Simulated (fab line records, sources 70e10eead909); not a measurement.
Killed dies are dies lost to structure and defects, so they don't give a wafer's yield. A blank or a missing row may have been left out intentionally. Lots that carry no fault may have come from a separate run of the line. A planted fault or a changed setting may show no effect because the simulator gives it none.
8D (eight disciplines) problem report, filled in by code || flow nand_harc || the parts of the form that need people (team, actions taken, sign-off) are left out

## 1. THE ISSUE
Mean of killed_at_array at NHARC_END_SORT_01: 673 across 6 wafers in 2 lots; on wafers with no fault it is 54 (standard deviation 12). Measured from the usual mean, that is +52 standard deviations.
The first sign was on wafer L279.3 at day 26 00:58, on prober-02. Wafers with a number at this step in the record: 6, from 2 lots. Rule for "out", or "out of limits": more than 4 standard deviations from the usual mean. All remaining wafers that have a number are taken as sound.

## 2. WHAT IT IS, WHAT IT ISN'T
{"question": "which readings at this step", "is": "killed_at_array, killed_dies", "is not": "killed_at_other, killed_at_periphery, killed_open, killed_short"}
{"question": "which lots", "is": "L279, L282", "is not": "-"}
{"question": "which wafers of those lots", "is": "all that have a number", "is not": "-"}
{"question": "read on which gauges", "is": "prober-01, prober-02", "is not": "-"}
{"question": "when", "is": "from day 26 00:58", "is not": "up to then (0 sound wafers)"}

## 3. THE SUSPECTS, EACH WITH WHAT RULES IT OUT
Counting: any tool at a process step up to the reading is kept as a suspect provided that every lot that is out went through it and no sound lot did after the first of them.
- the gauge at NHARC_END_SORT_01 is ruled out. 2 gauges (prober-01, prober-02) read the wafers that are out.
- rie_diel-04 at NHARC_A_CONTACT_ETCH_48 (etches the open film in CF4, target depth 39 nm, time 65 s): kept. It ran every lot that is out, first L279 (day 23 01:24), and no sound lot after that.
Remaining after the count: rie_diel-04 at NHARC_A_CONTACT_ETCH_48.

## 4. THE CAUSE (what the simulator had put in)
Step skipped in full: rie_diel-04, at NHARC_A_CONTACT_ETCH_48, from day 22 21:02 onward. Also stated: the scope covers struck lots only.
Counting left only this tool.

## 5. THE EFFECT CHAIN, in route order
Each row: a reading where the mean over the struck wafers with a number is more than 3 standard deviations away from the usual. Only readings whose record carries a usual standard deviation are examined. hours: median over the lots of the time between each lot's start at the first step of this table that gives one and its start at this step. sigmas: the change, counted in usual standard deviations.
{"hours": 0, "step": "NHARC_END_SORT_01", "reading": "killed_at_array", "usual": 54, "on struck wafers": 673, "change": "+619", "sigmas": "+52"}
{"hours": 0, "step": "NHARC_END_SORT_01", "reading": "killed_dies", "usual": 59, "on struck wafers": 677, "change": "+618", "sigmas": "+48"}
Readings that are blank on the struck wafers while sound wafers have them: bias_w at NHARC_A_CONTACT_ETCH_48; cf4_flow_sccm at NHARC_A_CONTACT_ETCH_48; drypump_motor_current_A at NHARC_A_CONTACT_ETCH_48; oes_product_au at NHARC_A_CONTACT_ETCH_48; rf_vpp_V at NHARC_A_CONTACT_ETCH_48; showerhead_plenum_p_Torr at NHARC_A_CONTACT_ETCH_48; throttle_valve_pct at NHARC_A_CONTACT_ETCH_48.

## 6. WHAT WOULD HAVE CAUGHT IT SOONER
Counted from the fault's start at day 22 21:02, it took 76 hours until the first out-of-limits reading at a measuring or inspecting step in this record, taken at day 26 00:58.
At NHARC_A_CONTACT_ETCH_48 the tool's readings are blank on the struck wafers, where sound wafers have them: an empty tool record is the first sign, and it was there at once.
The start of NHARC_A_CONTACT_ETCH_48 on rie_diel-04 came by day 26 00:58 for every one of the lots that are out (2). Had the tool been put on hold then, not one of them would have been saved.
